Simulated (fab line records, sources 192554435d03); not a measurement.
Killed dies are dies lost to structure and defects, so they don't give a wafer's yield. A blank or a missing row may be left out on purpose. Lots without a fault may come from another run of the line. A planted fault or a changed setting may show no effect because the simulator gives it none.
fab line records -- flow n5-finfet
record: lots: 7, wafers: 39
route steps=1938 shown FIN_SAQP@96 DUMMY_GATE@237 HKMG_FIN@414 MOL_CONTACT_COAG@613 PASSIVATION@1936
start-h: start of the lot's first displayed wafer, in hours after the record's first day -- wait-h: hours elapsed since this lot's preceding step -- " unchanged from the row above -- L1.1+2: a row that stands for several wafers -- - no value present, or no start provided -- * or withheld: withheld -- < > ~ a bound
route shown NAME@n: names a module that has steps shown in the file, with the first one's number in the route -- usual: mean/standard deviation taken from wafers without a fault -- same: alike in all rows -- chamber/n: place in a boat -- sites: the reading at each site -- _std_site: the values' standard deviation -- _edge_site: mean of outer sites minus mean of inner sites -- radius-mm: for every site, how far away it sits from the centre of the wafer -- mask NAME#n: copy n -- behind: the most recent tool/chamber to have shaped the wafer -- hold: why the lot was held/for how many hours/how that ended -- device: whichever transistor did not switch (one of n, p or np) -- end of line: at the end of the route, the tests of the same wafers -- a step without rows: its recipe alone -- killed: at the first sort, the dies lost to defects and structure; wafer yield is something else -- map: a wafer's dies, x killed, . not, _ none there
set.NAME: the run value of the setting; set.NAME@STEP: its run value at that earlier step -- model.NAME: the simulator's own value behind a step, which no gauge read
one table per step and one row per wafer, for lots whose settings were changed on purpose
== steps ==
step: N5_FIN_SAQP_HM_DEP_03
recipe: material: SiNx, target-thk-a: 380, temp-c: 400, precursor: SiH4/NH3/N2, pressure-torr: 1.5, rf-w: 300, time-s: 33.6
step: N5_DUMMY_GATE_ETCH_37
recipe: chemistry: N2/H2, target: SOC, target-depth-a: 600, overetch-a: 300, temp-c: 40, ion-energy-ev: 200, pressure-mtorr: 30, source-w: 840, bias-w: 150, n2-flow-sccm: 200, h2-flow-sccm: 200
step: N5_DUMMY_GATE_ETCH_32
recipe: chemistry: CF4, target: SiO2, target-depth-a: 35, time-s: 3.9, ion-energy-ev: 350, pressure-mtorr: 10, icp-w: 800, bias-w: 400, cf4-flow-sccm: 80
step: N5_HKMG_FIN_RTA_80
recipe: temp-c: withheld, time-s: 2, ambient: N2, idle-temp-c: 600, ramp-up-c-per-s: 150, ramp-down-c-per-s: 60, cool-to-c: 600
step: N5_HKMG_FIN_PWFM_ALD_03
recipe: material: TiN, target-thk-a: 20, temp-c: 400, ald-precursor-family: TiCl4, ald-co-reactant: NH3, pulse-time-s: 1, purge-time-s: 3, co-reactant-purge-time-s: 2, co-reactant-pulse-time-s: 2, ald-cycles: 91, pressure-torr: 3
step: N5_HKMG_FIN_ETCH_86
recipe: chemistry: N2/H2, target: SOC, target-depth-a: 3932, stop-on: TiN, ion-energy-ev: 100, bias-w: 61, pressure-mtorr: 30, source-w: 850, n2-flow-sccm: 200, h2-flow-sccm: 200
step: N5_MOL_CONTACT_COAG_ETCHBACK_136
recipe: chemistry: CHF3, target: SiO2, target-depth-a: 250, time-s: 16.7, ion-energy-ev: 200, pressure-mtorr: 30, source-w: 610, bias-w: 170, Ar_flow_sccm: 200, CHF3_flow_sccm: 50
step: N5_PASSIVATION_PROBE_49
usual: defect-limited-yield: 91.0/1.4, killed-at-front-end: 41/13, killed-dies: 106/17, sort-yield-pct: 91.0/1.6
lot.wafer,tool,chamber,start-h,wait-h,set.time-s@FIN_SAQP_HM_DEP_03,set.source-w@DUMMY_GATE_ETCH_37,set.time-s@DUMMY_GATE_ETCH_32,set.time-s@HKMG_FIN_RTA_80,set.ald-cycles@HKMG_FIN_PWFM_ALD_03,set.target-depth-a@HKMG_FIN_ETCH_86,set.target-depth-a@MOL_CONTACT_COAG_ETCHBACK_136,defect-limited-yield[%],killed-at-front-end,killed-dies,sort-yield-pct[%]
L074.1,prober-02,-,268.99,0.0,33.6,882.2,4.29,2,91,4258,250,7.0,1035,1097,7.0
L074.2,prober-02,-,269.04,0.1,38.65,840,3.9,2,99,3932,250,92.2,37,92,92.2
L074.3,prober-02,-,269.09,0.1,38.65,882.2,4.29,2,99,4258,250,2.7,1088,1148,2.7
L074.4,prober-02,-,269.14,0.2,38.65,882.2,3.9,2,91,3932,250,89.2,76,128,89.2
L074.5,prober-02,-,269.19,0.2,33.6,840,3.9,2,99,4258,250,7.6,1016,1090,7.6
L074.6,prober-02,-,269.24,0.3,33.6,840,4.29,2,91,3932,250,89.5,56,124,89.5
L076.1,prober-02,-,274.49,0.0,29.87,840,3.9,2,98,3932,238.5,87.8,67,144,87.8
L076.2,prober-02,-,274.54,0.1,33.6,840,4.139,2,91,3932,238.5,91.0,44,106,91.0
L076.3,prober-02,-,274.59,0.1,33.6,840,4.139,2,91,3932,250,89.9,48,119,89.9
L076.4,prober-02,-,274.64,0.2,29.87,840,4.139,2,98,4118,238.5,10.9,959,1051,10.9
L076.5,prober-02,-,274.69,0.2,33.6,840,3.9,2,98,4118,250,26.6,781,866,26.6
L076.6,prober-02,-,274.74,0.3,29.87,840,3.9,2,91,4118,250,38.7,645,723,38.7
L082.1,prober-02,-,319.28,0.0,33.6,840,4.166,2.27,91,3932,250,91.4,30,102,91.4
L082.2,prober-02,-,319.33,0.1,33.6,881.2,4.166,2,91,3932,250,92.0,45,94,92.0
L082.3,prober-02,-,319.38,0.1,30.1,840,3.9,2,91,3932,274,91.1,59,105,91.1
L082.4,prober-02,-,319.43,0.2,33.6,881.2,3.9,2,91,3932,274,89.1,63,129,89.1
L082.5,prober-02,-,319.48,0.2,30.1,881.2,4.166,2.27,91,3932,274,89.6,67,123,89.6
L082.6,prober-02,-,319.53,0.3,30.1,840,3.9,2.27,91,3932,250,88.7,67,133,88.7
L090.2,prober-01,-,355.87,0.1,33.6,840,3.9,2,91,3932,250,91.6,43,99,91.5
L090.3,prober-01,-,355.92,0.1,33.6,840,3.9,2,91,3932,250,94.7,29,62,94.7
L090.4,prober-01,-,355.97,0.2,33.6,840,3.9,2,91,3932,250,92.5,46,88,92.5
L095.1,prober-02,-,395.36,0.0,29.19,840,3.382,2.286,91,3932,250,92.2,43,92,92.2
L095.2,prober-02,-,395.41,0.1,33.6,936.7,3.9,2.286,91,3932,283.7,88.9,70,131,88.9
L095.3,prober-02,-,395.46,0.1,33.6,840,3.9,2,91,3932,283.7,93.2,42,80,93.2
L095.4,prober-02,-,395.51,0.2,29.19,936.7,3.9,2,91,3932,250,92.9,30,84,92.9
L095.5,prober-02,-,395.56,0.2,33.6,840,3.382,2.286,91,3932,250,90.4,48,113,90.4
L095.6,prober-02,-,395.61,0.3,29.19,936.7,3.382,2,91,3932,283.7,92.4,33,90,92.4
L096.1,prober-01,-,395.52,0.0,33.6,840,3.9,2,83,3932,221.5,90.1,34,117,90.1
L096.2,prober-01,-,395.57,0.1,28.63,840,3.9,2,91,3932,250,89.7,43,121,89.7
L096.3,prober-01,-,395.62,0.1,28.63,840,3.9,2,91,4151,221.5,52.0,508,566,52.0
L096.4,prober-01,-,395.67,0.2,33.6,840,3.9,2,83,4151,221.5,19.4,895,951,19.4
L096.5,prober-01,-,395.72,0.2,33.6,840,3.9,2,91,4151,250,21.7,855,924,21.7
L096.6,prober-01,-,395.77,0.3,28.63,840,3.9,2,83,3932,250,89.7,42,121,89.7
L097.1,prober-02,-,418.30,0.0,33.6,840,3.9,2,85,4165,250,15.8,905,994,15.8
L097.2,prober-02,-,418.35,0.1,33.6,840,4.293,2,91,3932,250,91.0,26,106,91.0
L097.3,prober-02,-,418.40,0.1,33.6,979,3.9,1.721,91,3932,226.2,93.2,29,80,93.2
L097.4,prober-02,-,418.45,0.2,37.2,979,3.9,2,85,4165,226.2,9.0,1005,1074,9.0
L097.5,prober-02,-,418.50,0.2,37.2,979,4.293,1.721,91,4165,250,15.8,926,993,15.8
L097.6,prober-02,-,418.55,0.3,37.2,840,4.293,1.721,85,3932,226.2,93.4,19,78,93.4
killed by level:class
L074.1 HKMG_FIN:area-etch=990 FIN_SAQP:geometric-particle:open=9 BEOL_M4:geometric-particle:open=9 STI_FIN_REVEAL:geometric-particle:open=8 BEOL_M2:geometric-particle:short=8 FIN_SAQP:geometric-particle:short=7 GATE_CUT:geometric-particle:short=7 MOL_CONTACT_COAG:geometric-particle:open=7
L074.2 STI_FIN_REVEAL:geometric-particle:open=11 BEOL_M0_SAQP:geometric-particle:short=9 FIN_SAQP:geometric-particle:short=8 BEOL_M0_SAQP:geometric-particle:open=8 BEOL_M2:geometric-particle:short=6 DUMMY_GATE:geometric-particle:open=5 BEOL_M1:geometric-particle:open=5 BEOL_M3:geometric-particle:open=5
L074.3 HKMG_FIN:area-etch=1046 BEOL_M3:geometric-particle:open=18 FIN_SAQP:geometric-particle:open=10 FIN_SAQP:geometric-particle:short=9 BEOL_M2:geometric-particle:short=7 STI_FIN_REVEAL:geometric-particle:open=4 BEOL_M1:geometric-particle:open=4 STARTING-WAFER:geometric-particle:short=4
L074.4 STI_FIN_REVEAL:geometric-particle:open=21 FIN_SAQP:geometric-particle:short=19 FIN_SAQP:geometric-particle:open=9 MOL_CONTACT_COAG:geometric-particle:open=9 HKMG_FIN:area-etch=8 GATE_CUT:geometric-particle:short=7 BEOL_M0_SAQP:geometric-particle:open=6 BEOL_M4:geometric-particle:open=6
L074.5 HKMG_FIN:area-etch=982 BEOL_M3:geometric-particle:open=14 MOL_CONTACT_COAG:geometric-particle:open=10 FIN_SAQP:geometric-particle:short=8 BEOL_M1:geometric-particle:open=8 GATE_CUT:geometric-particle:short=6 FIN_SAQP:geometric-particle:open=5 STI_FIN_REVEAL:geometric-particle:open=5
L074.6 MOL_CONTACT_COAG:geometric-particle:open=14 BEOL_M3:geometric-particle:open=11 STI_FIN_REVEAL:geometric-particle:open=8 DUMMY_GATE:geometric-particle:open=8 HKMG_FIN:area-etch=7 BEOL_M0_SAQP:geometric-particle:short=6 MOL_CONTACT_COAG:geometric-particle:short=5 FIN_SAQP:geometric-particle:short=4
L076.1 MOL_CONTACT_COAG:geometric-particle:open=25 DUMMY_GATE:geometric-particle:open=12 FIN_SAQP:geometric-particle:open=10 BEOL_M2:geometric-particle:open=10 SPACER0:geometric-particle:open=8 BEOL_M0_SAQP:geometric-particle:open=8 FIN_SAQP:geometric-particle:short=7 STI_FIN_REVEAL:geometric-particle:open=6
L076.2 MOL_CONTACT_COAG:geometric-particle:open=17 DUMMY_GATE:geometric-particle:open=12 STI_FIN_REVEAL:geometric-particle:open=9 BEOL_M0_SAQP:geometric-particle:open=9 FIN_SAQP:geometric-particle:open=7 FIN_SAQP:geometric-particle:short=7 BEOL_M0_SAQP:geometric-particle:short=7 STI_FIN_REVEAL:geometric-particle:short=4
L076.3 MOL_CONTACT_COAG:geometric-particle:open=20 DUMMY_GATE:geometric-particle:open=12 BEOL_M0_SAQP:geometric-particle:open=11 STI_FIN_REVEAL:geometric-particle:open=7 DUMMY_GATE:geometric-particle:short=7 FIN_SAQP:geometric-particle:open=6 BEOL_M2:geometric-particle:open=6 GATE_CUT:geometric-particle:open=4
L076.4 HKMG_FIN:area-etch=916 MOL_CONTACT_COAG:geometric-particle:open=24 BEOL_M0_SAQP:geometric-particle:short=11 BEOL_M0_SAQP:geometric-particle:open=10 STI_FIN_REVEAL:geometric-particle:open=8 DUMMY_GATE:geometric-particle:open=8 BEOL_M1:geometric-particle:short=6 BEOL_M2:geometric-particle:open=6
L076.5 HKMG_FIN:area-etch=758 MOL_CONTACT_COAG:geometric-particle:open=32 BEOL_M0_SAQP:geometric-particle:short=8 BEOL_M0_SAQP:geometric-particle:open=7 BEOL_M1:geometric-particle:open=7 BEOL_M4:geometric-particle:open=6 DUMMY_GATE:geometric-particle:open=5 MOL_CONTACT_COAG:geometric-particle:short=5
L076.6 HKMG_FIN:area-etch=602 MOL_CONTACT_COAG:geometric-particle:open=16 DUMMY_GATE:geometric-particle:open=13 BEOL_M0_SAQP:geometric-particle:open=11 FIN_SAQP:geometric-particle:short=9 BEOL_M1:geometric-particle:open=7 BEOL_M0_SAQP:geometric-particle:short=6 MOL_CONTACT_COAG:geometric-particle:short=5
L082.1 BEOL_M1:geometric-particle:open=17 STI_FIN_REVEAL:geometric-particle:open=8 BEOL_M0_SAQP:geometric-particle:open=6 BEOL_M0:geometric-particle:open=6 FIN_SAQP:geometric-particle:short=5 MOL_CONTACT_COAG:geometric-particle:open=5 BEOL_M2:geometric-particle:open=5 GATE_CUT:geometric-particle:short=4
L082.2 STI_FIN_REVEAL:geometric-particle:open=16 BEOL_M1:geometric-particle:open=7 MOL_CONTACT_COAG:geometric-particle:open=5 BEOL_M3:geometric-particle:open=5 FIN_SAQP:geometric-particle:short=4 FIN_SAQP:geometric-particle:open=4 BEOL_M0_SAQP:geometric-particle:short=4 BEOL_M0:geometric-particle:open=4
L082.3 STI_FIN_REVEAL:geometric-particle:open=19 FIN_SAQP:geometric-particle:short=14 FIN_SAQP:geometric-particle:open=12 MOL_CONTACT_COAG:geometric-particle:open=12 BEOL_M1:geometric-particle:open=8 BEOL_M0:geometric-particle:open=5 GATE_CUT:geometric-particle:open=4 BEOL_M0_SAQP:geometric-particle:short=4
L082.4 STI_FIN_REVEAL:geometric-particle:open=18 FIN_SAQP:geometric-particle:short=14 BEOL_M0:geometric-particle:open=10 BEOL_M1:geometric-particle:short=9 BEOL_M1:geometric-particle:open=9 MOL_CONTACT_COAG:geometric-particle:open=8 BEOL_M0_SAQP:geometric-particle:open=7 GATE_CUT:geometric-particle:short=6
L082.5 FIN_SAQP:geometric-particle:short=21 STI_FIN_REVEAL:geometric-particle:open=15 FIN_SAQP:geometric-particle:open=13 MOL_CONTACT_COAG:geometric-particle:open=9 BEOL_M4:geometric-particle:open=8 BEOL_M1:geometric-particle:short=6 ILD0:geometric-particle:short=5 STI_FIN_REVEAL:geometric-particle:short=5
L082.6 STI_FIN_REVEAL:geometric-particle:open=32 BEOL_M1:geometric-particle:open=11 STI_FIN_REVEAL:geometric-particle:short=10 FIN_SAQP:geometric-particle:short=8 BEOL_M0:geometric-particle:open=8 BEOL_M3:geometric-particle:open=7 MOL_CONTACT_COAG:geometric-particle:open=5 FIN_SAQP:geometric-particle:open=4
L090.2 FIN_SAQP:geometric-particle:open=17 BEOL_M0_SAQP:geometric-particle:short=9 BEOL_M0_SAQP:geometric-particle:open=9 BEOL_M1:geometric-particle:open=7 FIN_SAQP:geometric-particle:short=6 BEOL_M4:geometric-particle:open=6 MOL_CONTACT_COAG:geometric-particle:open=5 STARTING-WAFER:geometric-particle:short=5
L090.3 FIN_SAQP:geometric-particle:open=10 MOL_CONTACT_COAG:geometric-particle:open=7 STI_FIN_REVEAL:geometric-particle:open=5 BEOL_M4:geometric-particle:open=5 STARTING-WAFER:geometric-particle:short=5 FIN_SAQP:geometric-particle:short=4 BEOL_M3:geometric-particle:open=4 BEOL_M8:geometric-particle:open=4
L090.4 STI_FIN_REVEAL:geometric-particle:open=16 FIN_SAQP:geometric-particle:open=14 MOL_CONTACT_COAG:geometric-particle:open=9 BEOL_M1:geometric-particle:open=7 BEOL_M0_SAQP:geometric-particle:open=5 BEOL_M4:geometric-particle:open=5 FIN_SAQP:geometric-particle:short=4 STI_FIN_REVEAL:geometric-particle:short=4
L095.1 STI_FIN_REVEAL:geometric-particle:open=15 BEOL_M3:geometric-particle:open=11 FIN_SAQP:geometric-particle:open=10 MOL_CONTACT_COAG:geometric-particle:open=8 BEOL_M0:geometric-particle:open=6 BEOL_M0_SAQP:geometric-particle:open=4 STARTING-WAFER:geometric-particle:open=4 FIN_SAQP:geometric-particle:short=3
L095.2 STI_FIN_REVEAL:geometric-particle:open=18 FIN_SAQP:geometric-particle:open=15 FIN_SAQP:geometric-particle:short=15 BEOL_M3:geometric-particle:open=10 BEOL_M2:geometric-particle:open=9 BEOL_M1:geometric-particle:short=6 STARTING-WAFER:geometric-particle:open=5 STI_FIN_REVEAL:geometric-particle:short=4
L095.3 FIN_SAQP:geometric-particle:open=9 MOL_CONTACT_COAG:geometric-particle:open=9 STI_FIN_REVEAL:geometric-particle:open=8 BEOL_M1:geometric-particle:open=8 ILD0:geometric-particle:open=7 BEOL_M3:geometric-particle:open=5 STARTING-WAFER:geometric-particle:open=5 STI_FIN_REVEAL:geometric-particle:short=4
L095.4 BEOL_M3:geometric-particle:open=11 FIN_SAQP:geometric-particle:open=6 STI_FIN_REVEAL:geometric-particle:open=6 HKMG_FIN:area-etch=6 BEOL_M2:geometric-particle:open=4 MOL_CONTACT_COAG:geometric-particle:short=4 MOL_CONTACT_COAG:geometric-particle:open=4 GATE_CUT:geometric-particle:short=3
L096.1 MOL_CONTACT_COAG:geometric-particle:open=20 STI_FIN_REVEAL:geometric-particle:open=11 BEOL_M4:geometric-particle:open=9 BEOL_M1:geometric-particle:open=7 FIN_SAQP:geometric-particle:open=6 FIN_SAQP:geometric-particle:short=6 MOL_CONTACT_COAG:geometric-particle:short=5 BEOL_M2:geometric-particle:open=5
L095.5 STI_FIN_REVEAL:geometric-particle:open=20 BEOL_M4:geometric-particle:open=18 BEOL_M3:geometric-particle:short=8 BEOL_M3:geometric-particle:open=6 FIN_SAQP:geometric-particle:open=5 STI_FIN_REVEAL:geometric-particle:short=5 BEOL_M2:geometric-particle:open=5 FIN_SAQP:geometric-particle:short=4
L096.2 BEOL_M4:geometric-particle:open=19 MOL_CONTACT_COAG:geometric-particle:open=15 STI_FIN_REVEAL:geometric-particle:open=11 FIN_SAQP:geometric-particle:open=8 MOL_CONTACT_COAG:geometric-particle:short=8 FIN_SAQP:geometric-particle:short=6 BEOL_M1:geometric-particle:open=6 BEOL_M5:geometric-particle:open=4
L095.6 STI_FIN_REVEAL:geometric-particle:open=13 MOL_CONTACT_COAG:geometric-particle:open=9 BEOL_M4:geometric-particle:open=7 BEOL_M3:geometric-particle:open=6 FIN_SAQP:geometric-particle:open=5 BEOL_M0_SAQP:geometric-particle:open=5 FIN_SAQP:geometric-particle:short=4 BEOL_M1:geometric-particle:open=4
L096.3 HKMG_FIN:area-etch=454 STI_FIN_REVEAL:geometric-particle:open=16 FIN_SAQP:geometric-particle:open=9 MOL_CONTACT_COAG:geometric-particle:open=7 BEOL_M4:geometric-particle:open=7 FIN_SAQP:geometric-particle:short=6 BEOL_M0_SAQP:geometric-particle:short=6 STI_FIN_REVEAL:geometric-particle:short=5
L096.4 HKMG_FIN:area-etch=848 FIN_SAQP:geometric-particle:open=9 STI_FIN_REVEAL:geometric-particle:open=8 FIN_SAQP:geometric-particle:short=7 MOL_CONTACT_COAG:geometric-particle:open=7 DUMMY_GATE:geometric-particle:open=6 BEOL_M3:geometric-particle:open=6 STARTING-WAFER:geometric-particle:open=6
L096.5 HKMG_FIN:area-etch=822 MOL_CONTACT_COAG:geometric-particle:open=14 BEOL_M4:geometric-particle:open=13 GATE_CUT:geometric-particle:short=8 FIN_SAQP:geometric-particle:open=7 BEOL_M0_SAQP:geometric-particle:short=6 FIN_CUT:geometric-particle:open=4 BEOL_M1:geometric-particle:open=4
L096.6 BEOL_M4:geometric-particle:open=17 MOL_CONTACT_COAG:geometric-particle:open=11 FIN_SAQP:geometric-particle:open=10 BEOL_M0:geometric-particle:open=8 FIN_SAQP:geometric-particle:short=7 DUMMY_GATE:geometric-particle:open=7 BEOL_M0_SAQP:geometric-particle:open=7 STI_FIN_REVEAL:geometric-particle:open=6
L097.1 HKMG_FIN:area-etch=875 BEOL_M4:geometric-particle:open=17 MOL_CONTACT_COAG:geometric-particle:open=11 BEOL_M1:geometric-particle:open=11 FIN_SAQP:geometric-particle:open=8 BEOL_M0:geometric-particle:open=7 BEOL_M0_SAQP:geometric-particle:open=6 BEOL_M0_SAQP:geometric-particle:short=5
L097.2 BEOL_M2:geometric-particle:open=17 FIN_SAQP:geometric-particle:open=9 BEOL_M1:geometric-particle:open=9 BEOL_M0_SAQP:geometric-particle:open=8 BEOL_M0_SAQP:geometric-particle:short=7 FIN_SAQP:geometric-particle:short=4 BEOL_M0:geometric-particle:open=4 BEOL_M2:geometric-particle:short=4
L097.3 BEOL_M4:geometric-particle:open=12 DUMMY_GATE:geometric-particle:open=7 MOL_CONTACT_COAG:geometric-particle:open=7 BEOL_M0_SAQP:geometric-particle:open=6 FIN_SAQP:geometric-particle:short=4 FIN_SAQP:geometric-particle:open=4 BEOL_M2:geometric-particle:open=4 STARTING-WAFER:geometric-particle:open=4
L097.4 HKMG_FIN:area-etch=976 BEOL_M0_SAQP:geometric-particle:short=11 BEOL_M0_SAQP:geometric-particle:open=9 MOL_CONTACT_COAG:geometric-particle:open=8 BEOL_M1:geometric-particle:open=8 STI_FIN_REVEAL:geometric-particle:open=6 FIN_SAQP:geometric-particle:open=5 BEOL_M0:geometric-particle:open=5
L097.5 HKMG_FIN:area-etch=883 FIN_SAQP:geometric-particle:open=17 BEOL_M1:geometric-particle:open=13 BEOL_M0_SAQP:geometric-particle:open=11 BEOL_M0_SAQP:geometric-particle:short=10 STARTING-WAFER:geometric-particle:open=8 FIN_SAQP:geometric-particle:short=6 BEOL_M0:geometric-particle:open=5
L097.6 BEOL_M0_SAQP:geometric-particle:open=6 BEOL_M0:geometric-particle:open=6 BEOL_M8:geometric-particle:open=6 FIN_SAQP:geometric-particle:short=4 STI_FIN_REVEAL:geometric-particle:open=4 BEOL_M0_SAQP:geometric-particle:short=4 BEOL_M1:geometric-particle:open=4 BEOL_M3:geometric-particle:open=4
== key ==
split: step: N5_FIN_SAQP_HM_DEP_03, setting: time-s, stated-as: 33.6
response none clear
split: step: N5_DUMMY_GATE_ETCH_37, setting: source-w, stated-as: 840
response none clear
split: step: N5_DUMMY_GATE_ETCH_32, setting: time-s, stated-as: 3.9
response none clear
split: step: N5_HKMG_FIN_RTA_80, setting: time-s, stated-as: 2
response none clear
split: step: N5_HKMG_FIN_PWFM_ALD_03, setting: ald-cycles, stated-as: 91
response none clear
split: step: N5_HKMG_FIN_ETCH_86, setting: target-depth-a, stated-as: 3932
response: step: N5_PASSIVATION_PROBE_49, reading: killed-at-front-end, slope: +134, per: 1%, together-with: all, explained: 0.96
response: step: N5_PASSIVATION_PROBE_49, reading: killed-dies, slope: +134, per: 1%, together-with: all, explained: 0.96
response: step: N5_PASSIVATION_PROBE_49, reading: defect-limited-yield, slope: -11.4, per: 1%, together-with: all, explained: 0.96
response: step: N5_PASSIVATION_PROBE_49, reading: sort-yield-pct, slope: -11.4, per: 1%, together-with: all, explained: 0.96
split: step: N5_MOL_CONTACT_COAG_ETCHBACK_136, setting: target-depth-a, stated-as: 250
response none clear
